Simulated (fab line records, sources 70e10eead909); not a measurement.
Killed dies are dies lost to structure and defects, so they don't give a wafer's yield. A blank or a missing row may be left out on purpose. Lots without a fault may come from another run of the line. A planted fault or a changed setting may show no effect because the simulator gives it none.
fab line records | flow nand_harc
record lots=24 wafers=72 last_day=24
route steps=1159 shown A_CONTACT@943 A_BLC@976 A_M1@1036 A_BONDPAD@1079
lots that met no fault: from a run of the same line without faults
start_h: hours from the record's first day to the start of the lot's first wafer shown | wait_h: hours since the lot's step before | " the same as in the row above | L1.1+2: a row that stands for several wafers | - no value, or no start given | * or withheld: withheld | < > ~ a bound
route shown NAME@n: a module of which the file shows steps, and the number in the route of the first | usual: mean/standard deviation of fault-free wafers | same: alike in all rows | chamber/n: place in a boat | sites: the reading at each site | _std_site: their standard deviation | _edge_site: outer sites' mean less inner sites' | radius_mm: how far each site lies from the wafer's centre | mask NAME#n: copy n | behind: the tool/chamber that last shaped the wafer | hold: why the lot was held/for how many hours/how that ended | device: the transistor (n, p or np) that didn't switch | end of line: the same wafers' tests at the end of the route | a step without rows: its recipe alone | killed: dies lost to structure and defects at the first sort, not the wafer's yield | map: a wafer's dies, x killed, . not, _ none there
set.NAME: the setting as run; set.NAME@STEP: as run at that earlier step | model.NAME: the simulator's own value behind a step, which no gauge read
steps of the route over a sample of lots; a table a step, a row a wafer
services: from which hour (start_h, from the record's first day; less than 0 if before it) a tool's chamber was out of use, for how many hours, and why
## steps
# step NHARC_A_CONTACT_ETCH_134
# recipe source_w=withheld pressure_mtorr=20 bias_v=withheld time_s=140 target_depth_a=7000 ar_flow_sccm=withheld c4f8_flow_sccm=withheld o2_flow_sccm=withheld chemistry=C4F8/O2/Ar
# columns lot.wafer tool chamber start_h wait_h rf_hours_counter_h
L074.4 har_cap_etch-02 0 376.65 - -
L074.5 " 1 " " -
L074.6 " 0 " " -
L075.2 har_cap_etch-03 1 389.70 - 88
L075.4 " 0 " " -
L075.6 " 1 " " -
L076.1 har_cap_etch-03 1 390.92 - 88
L076.2 " 0 " " 88
L076.6 " 1 " " -
L077.1 har_cap_etch-01 0 397.00 - 62
L077.2 " 1 " " 62
L077.5 " 0 " " -
L080.2 har_cap_etch-02 1 401.42 - 15
L080.3 " 1 " " -
L080.6 " 1 " " -
L079.1 har_cap_etch-01 0 402.27 - 63
L079.3 " 0 " " -
L079.6 " 0 " " -
L078.2 har_cap_etch-03 0 404.64 - 92
L078.3 " 1 " " -
L078.4 " 0 " " -
L081.2 har_cap_etch-01 0 424.53 - 65
L081.3 " 1 " " -
L081.4 " 0 " " -
L082.1 har_cap_etch-03 0 435.19 - 96
L082.6 " 0 " " -
L082.5 " 1 " " -
L083.1 har_cap_etch-02 1 438.12 - 21
L083.2 " 0 " " 21
L083.5 " 1 " " -
L084.3 har_cap_etch-03 1 443.33 - -
L084.5 " 0 " " -
L084.6 " 1 " " -
L086.2 har_cap_etch-02 1 448.82 - 23
L086.1 " 0 " " 23
L086.4 " 0 " " -
L087.1 har_cap_etch-02 0 451.10 - 24
L087.4 " 1 " " -
L087.5 " 1 " " -
L088.2 har_cap_etch-03 1 455.16 - 100
L088.4 " 0 " " -
L088.5 " 1 " " -
L085.1 har_cap_etch-01 0 456.25 - 72
L085.4 " 0 " " -
L085.6 " 1 " " -
L089.1 har_cap_etch-01 1 475.84 - 74
L089.4 " 1 " " -
L089.5 " 0 " " -
L090.1 har_cap_etch-03 1 477.13 - 103
L090.3 " 0 " " -
L090.5 " 0 " " -
L091.4 har_cap_etch-03 1 485.80 - -
L091.6 " 0 " " -
L091.5 " 1 " " -
L092.2 har_cap_etch-02 1 487.10 - 29
L092.3 " 1 " " -
L092.6 " 1 " " -
L094.2 har_cap_etch-03 1 513.44 - 107
L094.4 " 0 " " -
L094.3 " 1 " " -
L095.1 har_cap_etch-01 0 516.84 - 81
L095.2 " 1 " " 81
L095.3 " 1 " " -
L093.1 har_cap_etch-02 1 522.54 - 35
L093.4 " 1 " " -
L093.3 " 0 " " -
L096.2 har_cap_etch-03 1 525.11 - 110
L096.6 " 0 " " -
L096.5 " 1 " " -
L097.1 har_cap_etch-01 1 528.38 - 85
L097.3 " 0 " " -
L097.5 " 1 " " -
# step NHARC_A_BLC_INSPECT_12
# usual raw_defect_count=31/16
# columns lot.wafer tool chamber start_h wait_h raw_defect_count
L074.4 defect_inspect-01 - 382.35 0.0 34
L074.5 " - " " 39
L074.6 " - " " 33
L075.2 defect_inspect-01 - 397.63 0.0 22
L075.4 " - " " 20
L075.6 " - " " 20
L076.1 defect_inspect-01 - 398.17 0.0 23
L076.2 " - " " 25
L076.6 " - " " 27
L077.1 defect_inspect-01 - 401.41 0.0 33
L077.2 " - " " 33
L077.5 " - " " 31
L080.2 defect_inspect-01 - 408.02 0.0 31
L080.3 " - " " 20
L080.6 " - " " 22
L079.1 defect_inspect-01 - 408.42 0.0 33
L079.3 " - " " 30
L079.6 " - " " 28
L078.2 defect_inspect-01 - 411.71 0.0 6
L078.3 " - " " 10
L078.4 " - " " 10
L081.2 defect_inspect-01 - 428.92 0.0 8
L081.3 " - " " 17
L081.4 " - " " 6
L082.1 defect_inspect-02 - 439.70 0.0 36
L082.5 " - " " 42
L082.6 " - " " 42
L083.1 defect_inspect-02 - 442.41 0.0 9
L083.2 " - " " 14
L083.5 " - " " 10
L084.3 defect_inspect-02 - 447.70 0.0 20
L084.5 " - " " 12
L084.6 " - " " 14
L086.1 defect_inspect-02 - 455.33 0.0 27
L086.2 " - " " 30
L086.4 " - " " 24
L087.1 defect_inspect-02 - 455.65 0.0 13
L087.4 " - " " 13
L087.5 " - " " 10
L088.2 defect_inspect-02 - 461.63 0.0 61
L088.4 " - " " 68
L088.5 " - " " 64
L085.1 defect_inspect-02 - 462.34 0.0 23
L085.4 " - " " 33
L085.6 " - " " 29
L089.1 defect_inspect-02 - 480.25 0.0 32
L089.4 " - " " 38
L089.5 " - " " 33
L090.1 defect_inspect-02 - 489.63 0.0 57
L090.3 " - " " 34
L090.5 " - " " 48
L091.4 defect_inspect-02 - 496.19 0.0 34
L091.5 " - " " 34
L091.6 " - " " 39
L092.2 defect_inspect-01 - 496.93 0.0 34
L092.3 " - " " 35
L092.6 " - " " 23
L094.2 defect_inspect-01 - 518.01 0.0 60
L094.3 " - " " 57
L094.4 " - " " 69
L095.1 defect_inspect-01 - 521.27 0.0 15
L095.2 " - " " 16
L095.3 " - " " 24
L093.1 defect_inspect-01 - 527.88 0.0 15
L093.3 " - " " 25
L093.4 " - " " 16
L096.2 defect_inspect-01 - 529.49 0.0 31
L096.5 " - " " 38
L096.6 " - " " 46
L097.1 defect_inspect-02 - 536.88 0.0 58
L097.3 " - " " 40
L097.5 " - " " 43
# step NHARC_A_BLC_STRIP_21
# recipe o2_flow_sccm=500 ar_flow_sccm=0 bias_w=0 chemistry=O2
# usual drypump_motor_current_A=5.7/0.41 mfc_ar_sccm=0.004/0.0059 oes_product_au=1.003/0.0076 rf_vpp_V=57.8/0.9 showerhead_plenum_p_Torr=3.54/0.15 throttle_valve_pct=17.035/0.0091
# columns lot.wafer tool chamber start_h wait_h drypump_motor_current_A mfc_ar_sccm oes_product_au rf_hours_counter_h rf_vpp_V showerhead_plenum_p_Torr throttle_valve_pct
L074.4 rie_diel-01 0 383.91 0.1 5.4 0.006 0.998 6 59.1 3.50 17.023
L074.5 " 0 " " 5.4 0.006 1.006 - 56.2 3.50 17.043
L074.6 " 1 " " 6.2 0.017 1.001 - 59.1 3.77 17.033
L075.2 rie_diel-12 0 398.84 0.1 5.7 0 1.003 1 59.7 3.62 17.037
L075.4 " 3 " " 4.9 0 0.997 1 56.3 3.51 17.041
L075.6 " 1 " " 5.6 0 1.015 - 58.7 3.68 17.049
L076.2 rie_diel-02 0 399.42 0.1 5.9 0 0.991 26 57.5 3.43 17.041
L076.1 " 2 " " 5.4 0.014 0.999 24 58.7 3.30 17.024
L076.6 " 3 " " 5.0 0.002 1.012 - 57.0 3.35 17.053
L077.1 rie_diel-01 1 402.62 0.1 6.2 0.017 0.997 9 59.4 3.77 17.024
L077.2 " 0 " " 5.4 0.006 1.001 9 58.9 3.50 17.021
L077.5 " 1 " " 6.2 0.017 1.000 - 59.1 3.77 17.035
L080.2 rie_diel-12 0 409.34 0.2 5.7 0 1.015 3 57.2 3.62 17.036
L080.3 " 1 " " 5.6 0 1.008 3 57.0 3.68 17.032
L080.6 " 3 " " 4.9 0 1.012 - 57.3 3.51 17.046
L079.1 rie_diel-01 0 409.63 0.1 5.4 0.006 0.998 9 57.7 3.50 17.031
L079.3 " 2 " " 6.1 0.004 0.998 9 55.9 3.72 17.043
L079.6 " 1 " " 6.2 0.017 0.997 - 58.1 3.77 17.032
L078.3 rie_diel-01 1 412.92 0.1 6.2 0.017 0.996 10 57.7 3.77 17.035
L078.4 " 2 " " 6.1 0.004 0.996 10 58.0 3.72 17.049
L078.2 " 0 " " 5.4 0.006 0.995 10 56.6 3.49 17.041
L081.3 rie_diel-12 1 430.12 0.1 5.6 0 0.998 4 57.3 3.68 17.040
L081.2 " 2 " " 6.1 0 1.013 4 57.1 3.39 17.045
L081.4 " 0 " " 5.7 0 1.018 4 58.8 3.62 17.030
L082.1 rie_diel-01 2 440.94 0.1 6.1 0.004 0.998 13 57.7 3.71 17.041
L082.5 " 3 " " 5.6 0.014 1.001 - 57.4 3.35 17.026
L082.6 " 0 " " 5.4 0.006 1.000 - 58.6 3.49 17.027
L083.1 rie_diel-12 3 443.62 0.1 4.8 0 1.005 5 58.7 3.51 17.042
L083.2 " 0 " " 5.7 0 1.020 5 58.6 3.62 17.062
L083.5 " 0 " " 5.7 0 1.011 - 57.3 3.62 17.052
L084.3 rie_diel-12 3 448.93 0.1 4.8 0 1.002 6 57.8 3.51 17.038
L084.6 " 1 " " 5.6 0 1.007 - 58.3 3.68 17.045
L084.5 " 2 " " 6.1 0 1.002 - 57.3 3.39 17.043
L086.2 rie_diel-01 3 456.55 0.1 5.6 0.014 1.005 15 57.9 3.35 17.032
L086.4 " 0 " " 5.4 0.006 1.000 14 57.8 3.49 17.045
L086.1 " 1 " " 6.2 0.017 0.994 15 57.7 3.76 17.043
L087.1 rie_diel-12 1 456.87 0.1 5.6 0 1.019 7 58.5 3.68 17.030
L087.4 " 2 " " 6.1 0 1.006 8 57.8 3.39 17.031
L087.5 " 0 " " 5.7 0 1.017 - 57.9 3.62 17.029
L088.2 rie_diel-02 0 463.20 0.2 5.9 0 0.993 46 57.4 3.42 17.034
L088.4 " 0 " " 5.9 0 0.992 - 57.6 3.42 17.041
L088.5 " 0 " " 5.9 0 1.009 - 57.3 3.42 17.028
L085.1 rie_diel-01 1 463.56 0.1 6.2 0.017 1.003 16 59.6 3.76 17.042
L085.4 " 3 " " 5.7 0.014 1.008 16 57.3 3.35 17.034
L085.6 " 0 " " 5.4 0.006 1.006 - 58.3 3.49 17.017
L089.1 rie_diel-02 0 481.48 0.1 5.9 0 1.003 52 58.4 3.41 17.039
L089.4 " 1 " " 5.4 0 1.015 - 55.4 3.29 17.033
L089.5 " 2 " " 5.4 0.014 1.004 - 56.7 3.29 17.028
L090.3 rie_diel-12 0 490.84 0.1 5.7 0 1.003 9 58.4 3.62 17.042
L090.1 " 1 " " 5.6 0 1.015 10 58.2 3.68 17.036
L090.5 " 1 " " 5.6 0 1.006 - 57.5 3.68 17.038
L091.4 rie_diel-01 0 497.41 0.1 5.4 0.006 1.007 18 57.4 3.49 17.041
L091.6 " 2 " " 6.2 0.004 0.999 - 57.7 3.71 17.046
L091.5 " 3 " " 5.6 0.014 1.004 - 57.1 3.35 17.052
L092.2 rie_diel-12 1 498.16 0.1 5.6 0 1.011 11 58.5 3.68 17.030
L092.3 " 2 " " 6.1 0 0.994 12 58.0 3.39 17.031
L092.6 " 3 " " 4.8 0 1.001 - 59.2 3.51 17.035
L094.3 rie_diel-12 0 519.21 0.1 5.7 0 1.009 12 57.5 3.62 17.034
L094.4 " 2 " " 6.1 0 0.993 14 57.3 3.39 17.055
L094.2 " 3 " " 4.8 0 0.991 12 57.8 3.50 17.041
L095.1 rie_diel-12 1 522.50 0.1 5.6 0 1.016 13 56.1 3.67 17.031
L095.2 " 2 " " 6.1 0 1.001 14 57.4 3.39 17.037
L095.3 " 0 " " 5.7 0 1.017 12 57.7 3.62 17.024
L093.3 rie_diel-12 1 529.18 0.1 5.6 0 1.005 14 58.5 3.67 17.044
L093.1 " 2 " " 6.1 0 0.997 15 58.3 3.39 17.038
L093.4 " 3 " " 4.8 0 1.006 13 57.8 3.50 17.034
L096.2 rie_diel-12 3 530.75 0.1 4.9 0 0.990 13 57.6 3.50 17.030
L096.5 " 0 " " 5.7 0 1.007 - 56.9 3.62 17.044
L096.6 " 1 " " 5.6 0 1.002 - 56.4 3.67 17.046
L097.3 rie_diel-12 1 538.09 0.1 5.6 0 1.003 15 58.3 3.67 17.050
L097.1 " 0 " " 5.7 0 1.009 14 56.3 3.62 17.044
L097.5 " 2 " " 6.1 0 0.993 - 57.5 3.39 17.039
# step NHARC_A_M1_CD_MEAS_09
# recipe target_cd_nm=120 landing_energy_ev=500
# usual cd_nm=120.2/0.51
# columns lot.wafer tool chamber start_h wait_h cd_nm
L074.4 cd_sem-02 0 390.83 - 120.2
L074.5 " 0 " " 120.6
L074.6 " 0 " " 120.1
L075.2 cd_sem-03 0 406.28 - 120.1
L075.4 " 0 " " 120.2
L075.6 " 0 " " 120.4
L076.1 cd_sem-02 0 406.70 - 120.6
L076.2 " 0 " " 120.2
L076.6 " 0 " " 120.4
L077.1 cd_sem-02 0 411.95 - 119.8
L077.2 " 0 " " 119.6
L077.5 " 0 " " 120.4
L080.2 cd_sem-01 0 416.67 - 119.8
L080.3 " 0 " " 119.8
L080.6 " 0 " " 119.6
L079.1 cd_sem-01 0 417.03 - 119.5
L079.3 " 0 " " 120.0
L079.6 " 0 " " 120.5
L078.2 cd_sem-03 0 421.51 - 119.2
L078.3 " 0 " " 120.0
L078.4 " 0 " " 120.4
L081.2 cd_sem-03 0 440.87 - 120.0
L081.3 " 0 " " 119.8
L081.4 " 0 " " 120.1
L082.1 cd_sem-01 0 447.71 - 119.8
L082.5 " 0 " " 120.0
L082.6 " 0 " " 120.1
L083.1 cd_sem-02 0 450.33 - 120.5
L083.2 " 0 " " 120.6
L083.5 " 0 " " 121.2
L084.3 cd_sem-03 0 459.52 - 121.3
L084.5 " 0 " " 121.2
L084.6 " 0 " " 120.0
L086.1 cd_sem-01 0 465.77 - 120.6
L086.2 " 0 " " 120.8
L086.4 " 0 " " 121.1
L087.1 cd_sem-02 0 466.05 - 120.3
L087.4 " 0 " " 121.0
L087.5 " 0 " " 120.5
L088.2 cd_sem-01 0 471.44 - 121.1
L088.4 " 0 " " 120.4
L088.5 " 0 " " 120.3
L085.1 cd_sem-02 0 471.83 - 119.9
L085.4 " 0 " " 120.1
L085.6 " 0 " " 120.6
L089.1 cd_sem-02 0 498.67 - 120.0
L089.4 " 0 " " 120.5
L089.5 " 0 " " 119.8
L090.1 cd_sem-01 0 501.51 - 120.5
L090.3 " 0 " " 120.5
L090.5 " 0 " " 120.6
L091.4 cd_sem-02 0 507.10 - 119.7
L091.5 " 0 " " 119.7
L091.6 " 0 " " 119.6
L092.2 cd_sem-02 0 509.77 - 119.7
L092.3 " 0 " " 119.2
L092.6 " 0 " " 119.3
L094.2 cd_sem-02 0 526.48 - 120.4
L094.3 " 0 " " 120.1
L094.4 " 0 " " 120.5
L095.1 cd_sem-01 0 531.47 - 119.7
L095.2 " 0 " " 119.6
L095.3 " 0 " " 119.5
L093.1 cd_sem-02 0 538.88 - 120.3
L093.3 " 0 " " 120.4
L093.4 " 0 " " 120.2
L096.2 cd_sem-02 0 540.88 - 120.4
L096.5 " 0 " " 121.1
L096.6 " 0 " " 120.0
L097.1 cd_sem-03 0 545.32 - 119.8
L097.3 " 0 " " 119.8
L097.5 " 0 " " 119.5
# step NHARC_A_M1_DESCUM_14
# recipe time_s=3 o2_flow_sccm=200 ar_flow_sccm=0 bias_power_w=0 chemistry=O2
# usual drypump_motor_current_A=5.7/0.49 mfc_ar_sccm=0.010/0.012 oes_product_au=1.001/0.0074 rf_vpp_V=57.8/0.85 showerhead_plenum_p_Torr=1.91/0.081 throttle_valve_pct=11.311/0.0085
# columns lot.wafer tool chamber start_h wait_h drypump_motor_current_A mfc_ar_sccm oes_product_au rf_hours_counter_h rf_vpp_V showerhead_plenum_p_Torr throttle_valve_pct
L074.4 rie_diel-13 2 391.02 0.1 5.1 0.029 1.004 6.7 57.0 1.82 11.310
L074.6 " 2 " " 5.1 0.029 1.006 - 57.3 1.82 11.305
L074.5 " 3 " " 5.6 0 1.007 - 58.3 2.03 11.314
L075.4 rie_diel-09 0 406.46 0.1 6.2 0.008 0.993 8.3 57.6 1.84 11.303
L075.2 " 3 " " 5.9 0.006 1.001 7.9 57.9 1.97 11.323
L075.6 " 0 " " 6.2 0.008 1.004 - 56.8 1.84 11.311
L076.2 rie_diel-13 1 406.89 0.1 5.3 0.009 1.012 7.2 58.3 1.98 11.305
L076.1 " 2 " " 5.1 0.029 1.009 7.5 58.8 1.82 11.303
L076.6 " 1 " " 5.3 0.009 1.013 - 57.5 1.99 11.303
L077.1 rie_diel-13 2 412.15 0.1 5.1 0.029 1.006 8.3 56.3 1.82 11.292
L077.2 " 3 " " 5.6 0 1.021 9.5 57.3 2.02 11.303
L077.5 " 2 " " 5.1 0.029 1.009 - 57.0 1.82 11.305
L080.3 rie_diel-13 1 416.86 0.1 5.3 0.009 1.002 8.2 57.4 1.98 11.316
L080.2 " 3 " " 5.6 0 0.991 9.8 58.3 2.02 11.299
L080.6 " 1 " " 5.3 0.009 1.010 - 57.3 1.98 11.317
L079.3 rie_diel-09 1 417.23 0.1 6.0 0.023 0.997 9.4 56.7 1.95 11.320
L079.1 " 2 " " 4.8 0 0.999 9.4 57.5 1.82 11.317
L079.6 " 1 " " 6.0 0.023 0.994 - 58.5 1.95 11.322
L078.2 rie_diel-09 0 421.70 0.1 6.2 0.008 0.993 9.6 57.0 1.84 11.318
L078.3 " 1 " " 6.0 0.023 1.002 9.5 58.3 1.95 11.313
L078.4 " 2 " " 4.8 0 0.998 9.5 57.1 1.82 11.319
L081.4 rie_diel-09 1 441.06 0.1 6.0 0.023 1.015 0 58.0 1.95 11.300
L081.3 " 2 " " 4.8 0 1.000 0 57.8 1.82 11.295
L081.2 " 3 " " 5.9 0.006 1.015 0 59.6 1.97 11.304
L082.1 rie_diel-11 0 447.92 0.1 5.9 0.013 0.997 1.6 58.0 1.92 11.309
L082.6 " 1 " " 5.0 0 0.995 - 56.8 2.01 11.290
L082.5 " 2 " " 6.3 0.038 1.007 - 57.2 1.83 11.322
L083.1 rie_diel-11 3 450.52 0.1 5.8 0 0.990 1.8 58.3 2.05 11.312
L083.2 " 0 " " 5.9 0.013 0.991 1.7 56.6 1.92 11.307
L083.5 " 3 " " 5.8 0 0.998 - 57.8 2.05 11.327
L084.3 rie_diel-09 3 459.72 0.1 5.9 0.006 1.007 1.4 58.5 1.97 11.308
L084.5 " 1 " " 6.0 0.023 1.012 - 57.2 1.94 11.325
L084.6 " 2 " " 4.8 0 0.996 - 57.0 1.82 11.334
L086.1 rie_diel-09 2 465.97 0.1 4.8 0 1.001 0.6 58.5 1.82 11.320
L086.2 " 3 " " 5.9 0.006 1.009 1.5 58.7 1.97 11.308
L086.4 " 0 " " 6.2 0.008 0.999 1.6 56.7 1.84 11.313
L087.1 rie_diel-11 3 466.24 0.1 5.8 0 1.005 2.2 59.1 2.05 11.301
L087.4 " 0 " " 5.9 0.013 0.984 2.1 58.7 1.92 11.318
L087.5 " 3 " " 5.8 0 0.999 - 57.9 2.05 11.311
L088.2 rie_diel-09 3 471.62 0.1 5.9 0.006 1.019 1.7 57.4 1.97 11.315
L088.4 " 2 " " 4.8 0 0.992 0.8 57.8 1.82 11.300
L088.5 " 0 " " 6.2 0.008 1.007 - 58.5 1.83 11.311
L085.1 rie_diel-09 0 472.01 0.1 6.2 0.008 0.995 1.9 56.6 1.83 11.311
L085.4 " 3 " " 5.9 0.006 1.008 1.8 58.2 1.97 11.302
L085.6 " 0 " " 6.2 0.008 0.994 - 56.6 1.83 11.317
L089.1 rie_diel-09 2 498.87 0.1 4.8 0 0.999 2.0 57.3 1.82 11.310
L089.4 " 3 " " 5.9 0.006 0.999 2.8 57.0 1.97 11.309
L089.5 " 2 " " 4.8 0 0.993 - 56.8 1.82 11.308
L090.3 rie_diel-13 3 501.70 0.1 5.7 0 1.007 2.8 58.0 2.02 11.328
L090.1 " 1 " " 5.4 0.009 0.997 3.3 57.8 1.98 11.316
L090.5 " 3 " " 5.6 0 1.002 - 58.9 2.02 11.310
L091.4 rie_diel-13 0 507.29 0.1 5.9 0 1.008 3.0 57.4 1.84 11.317
L091.5 " 3 " " 5.6 0 0.997 - 58.6 2.02 11.320
L091.6 " 0 " " 5.9 0 1.002 - 56.1 1.84 11.310
L092.3 rie_diel-11 3 509.96 0.1 5.8 0 0.996 3.0 57.3 2.05 11.303
L092.2 " 0 " " 6.0 0.013 0.995 2.8 57.4 1.92 11.293
L092.6 " 2 " " 6.3 0.038 1.002 - 57.7 1.83 11.321
L094.3 rie_diel-09 0 526.67 0.1 6.2 0.008 0.995 4.3 57.9 1.83 11.312
L094.4 " 1 " " 6.0 0.023 1.010 4.5 58.1 1.94 11.304
L094.2 " 2 " " 4.8 0 0.997 3.2 56.8 1.82 11.315
L095.2 rie_diel-13 3 531.67 0.1 5.6 0 1.011 5.1 59.0 2.02 11.311
L095.3 " 0 " " 5.9 0 1.006 5.2 58.7 1.84 11.320
L095.1 " 1 " " 5.4 0.009 1.014 5.7 59.2 1.98 11.306
L093.4 rie_diel-11 0 539.07 0.1 6.0 0.013 0.991 3.3 57.9 1.92 11.306
L093.3 " 1 " " 5.0 0 0.997 3.4 58.5 2.01 11.309
L093.1 " 2 " " 6.3 0.038 1.001 3.5 57.5 1.83 11.311
L096.2 rie_diel-09 3 541.08 0.1 5.9 0.006 1.000 5.0 58.4 1.97 11.311
L096.5 " 1 " " 6.0 0.023 0.994 - 58.1 1.94 11.313
L096.6 " 2 " " 4.8 0 0.989 - 57.5 1.82 11.312
L097.3 rie_diel-09 0 545.53 0.1 6.2 0.008 0.986 5.3 57.9 1.83 11.307
L097.1 " 1 " " 6.0 0.023 0.995 5.7 57.5 1.94 11.325
L097.5 " 2 " " 4.8 0 0.997 - 57.4 1.82 11.304
# step NHARC_A_BONDPAD_STRIP_15
# recipe o2_flow_sccm=500 ar_flow_sccm=0 bias_w=0 chemistry=O2
# usual drypump_motor_current_A=5.79/0.2 mfc_ar_sccm=0.004/0.0074 oes_product_au=1.002/0.0072 rf_vpp_V=58.0/0.9 showerhead_plenum_p_Torr=3.57/0.16 throttle_valve_pct=17.037/0.0094
# columns lot.wafer tool chamber start_h wait_h drypump_motor_current_A mfc_ar_sccm oes_product_au rf_hours_counter_h rf_vpp_V showerhead_plenum_p_Torr throttle_valve_pct
L074.4 rie_diel-06 0 396.69 0.1 5.66 0 1.008 5 58.4 3.32 17.037
L074.6 " 0 " " 5.64 0 1.003 - 59.3 3.32 17.035
L074.5 " 1 " " 5.94 0.020 0.999 - 58.7 3.75 17.047
L075.2 rie_diel-06 0 411.56 0.1 5.66 0 1.007 6 58.2 3.32 17.054
L075.4 " 3 " " 5.97 0 0.994 6 57.9 3.65 17.033
L075.6 " 0 " " 5.66 0 1.001 - 59.2 3.32 17.050
L076.1 rie_diel-10 0 412.50 0.1 5.34 0 0.998 12 59.4 3.70 17.030
L076.2 " 2 " " 5.97 0 1.002 12 58.2 3.63 17.028
L076.6 " 3 " " 5.90 0.005 1.001 - 58.6 3.73 17.032
L077.1 rie_diel-06 1 417.36 0.1 5.93 0.020 0.998 6 56.8 3.75 17.046
L077.2 " 2 " " 5.70 0 0.995 6 56.5 3.40 17.027
L077.5 " 3 " " 5.97 0 1.002 - 57.5 3.65 17.040
L080.2 rie_diel-10 0 422.00 0.1 5.35 0 0.999 13 58.2 3.70 17.035
L080.3 " 1 " " 5.64 0 1.008 13 58.8 3.50 17.008
L080.6 " 3 " " 5.91 0.005 0.996 - 58.5 3.73 17.033
L079.3 rie_diel-10 2 422.76 0.1 6.02 0 1.008 13 58.4 3.63 17.045
L079.1 " 3 " " 5.91 0.005 1.005 12 56.9 3.73 17.031
L079.6 " 2 " " 6.05 0 1.000 - 57.7 3.63 17.036
L078.4 rie_diel-10 3 427.18 0.1 5.89 0.005 0.985 13 59.8 3.73 17.040
L078.3 " 0 " " 5.31 0 0.995 14 58.9 3.70 17.045
L078.2 " 1 " " 5.66 0 1.004 14 56.9 3.50 17.039
L081.4 rie_diel-10 1 446.19 0.1 5.65 0 1.002 20 58.7 3.50 17.043
L081.3 " 3 " " 5.88 0.005 0.994 17 59.1 3.73 17.033
L081.2 " 0 " " 5.28 0 0.990 19 56.7 3.70 17.027
L082.1 rie_diel-06 0 453.02 0.1 5.68 0 0.990 1 58.3 3.32 17.029
L082.6 " 3 " " 5.98 0 1.001 - 57.5 3.65 17.045
L082.5 " 0 " " 5.66 0 0.997 - 56.3 3.32 17.020
L083.1 rie_diel-06 2 455.72 0.1 5.74 0 0.995 1 58.1 3.40 17.027
L083.2 " 3 " " 5.93 0 0.999 1 58.1 3.65 17.034
L083.5 " 0 " " 5.67 0 0.999 - 58.6 3.32 17.012
L084.3 rie_diel-10 2 464.90 0.1 6.04 0 1.012 22 58.4 3.62 17.041
L084.6 " 1 " " 5.63 0 1.007 - 57.7 3.50 17.028
L084.5 " 2 " " 6.10 0 0.996 - 57.8 3.62 17.030
L086.4 rie_diel-06 2 471.16 0.1 5.75 0 1.004 1 57.6 3.40 17.048
L086.2 " 0 " " 5.67 0 1.007 1 55.8 3.32 17.043
L086.1 " 1 " " 5.94 0.020 1.010 1 58.0 3.75 17.037
L087.1 rie_diel-06 0 471.57 0.1 5.69 0 1.001 2 59.4 3.32 17.032
L087.4 " 3 " " 5.99 0 1.000 1 57.8 3.65 17.048
L087.5 " 1 " " 5.93 0.020 1.002 - 59.2 3.75 17.040
L088.2 rie_diel-06 3 476.77 0.1 5.98 0 1.004 2 57.4 3.65 17.045
L088.4 " 1 " " 5.92 0.020 1.013 2 56.1 3.75 17.052
L088.5 " 2 " " 5.73 0 1.005 - 56.3 3.40 17.022
L085.1 rie_diel-10 1 477.29 0.1 5.65 0 1.008 27 57.7 3.50 17.040
L085.4 " 3 " " 5.89 0.005 0.989 24 58.9 3.73 17.030
L085.6 " 1 " " 5.67 0 0.997 - 58.5 3.50 17.039
L089.1 rie_diel-06 3 503.88 0.1 5.96 0 0.990 2 58.1 3.65 17.054
L089.4 " 1 " " 5.96 0.020 1.007 2 59.9 3.75 17.034
L089.5 " 0 " " 5.65 0 0.996 - 58.0 3.32 17.043
L090.1 rie_diel-06 3 506.85 0.1 5.98 0 0.995 3 57.6 3.65 17.039
L090.3 " 0 " " 5.66 0 1.001 3 57.2 3.32 17.045
L090.5 " 3 " " 5.95 0 1.004 - 59.1 3.65 17.027
L091.4 rie_diel-06 2 512.52 0.1 5.68 0 0.996 3 57.1 3.40 17.023
L091.6 " 3 " " 5.95 0 1.005 - 56.2 3.65 17.036
L091.5 " 0 " " 5.68 0 1.005 - 56.0 3.32 17.053
L092.3 rie_diel-06 3 515.54 0.1 5.94 0 0.994 3 58.4 3.65 17.036
L092.2 " 1 " " 5.91 0.020 0.994 3 58.7 3.75 17.035
L092.6 " 2 " " 5.73 0 0.988 - 57.8 3.40 17.037
L094.3 rie_diel-06 1 531.82 0.1 5.92 0.020 1.003 3 58.9 3.75 17.029
L094.4 " 2 " " 5.71 0 0.999 3 58.6 3.40 17.046
L094.2 " 3 " " 5.97 0 1.001 4 57.9 3.65 17.029
L095.2 rie_diel-06 2 536.78 0.1 5.75 0 0.997 4 57.5 3.40 17.051
L095.1 " 0 " " 5.66 0 1.017 4 57.9 3.32 17.046
L095.3 " 1 " " 5.93 0.020 1.017 3 57.7 3.75 17.035
L093.4 rie_diel-06 1 544.23 0.1 5.93 0.020 1.007 3 57.3 3.75 17.041
L093.3 " 2 " " 5.73 0 1.008 4 58.8 3.40 17.028
L093.1 " 3 " " 6.00 0 0.999 4 57.6 3.65 17.040
L096.2 rie_diel-03 3 546.28 0.1 6.06 0 1.017 52 57.6 3.57 17.042
L096.5 " 1 " " 5.78 0.026 1.013 - 58.5 3.71 17.022
L096.6 " 2 " " 5.74 0 1.017 - 58.2 3.54 17.025
L097.1 rie_diel-10 0 550.56 0.1 5.33 0 0.995 1 57.9 3.69 17.051
L097.3 " 3 " " 5.90 0.005 1.007 1 58.1 3.72 17.054
L097.5 " 0 " " 5.34 0 0.995 - 56.8 3.69 17.037
## services
# columns tool chamber start_h hours kind
rie_diel-10 - 353.58 9.0 pm
rie_diel-11 - 366.55 9.0 pm
rie_diel-12 - 379.43 9.0 pm
rie_diel-01 - 405.94 2.3 repair
rie_diel-06 - 418.20 9.0 pm
rie_diel-09 - 431.30 9.0 pm
rie_diel-13 0 432.30 4.0 repair
rie_diel-09 2 448.86 8.6 repair
rie_diel-13 - 453.00 9.0 pm
rie_diel-02 2 460.30 4.5 repair
rie_diel-02 3 461.27 20.9 repair
rie_diel-13 0 463.04 4.3 repair
rie_diel-06 1 477.61 9.3 repair
rie_diel-13 1 487.90 4.1 repair
rie_diel-10 2 490.97 14.2 repair
rie_diel-01 - 500.10 9.0 pm
rie_diel-02 - 505.14 9.0 pm
rie_diel-09 2 506.86 4.7 repair
rie_diel-12 2 515.41 1.7 repair
rie_diel-10 - 530.58 9.0 pm
rie_diel-13 2 534.02 12.9 repair
rie_diel-01 1 538.93 6.6 repair
rie_diel-11 - 543.55 9.0 pm
har_cap_etch-03 - 545.00 17.0 pm
## key
fault none
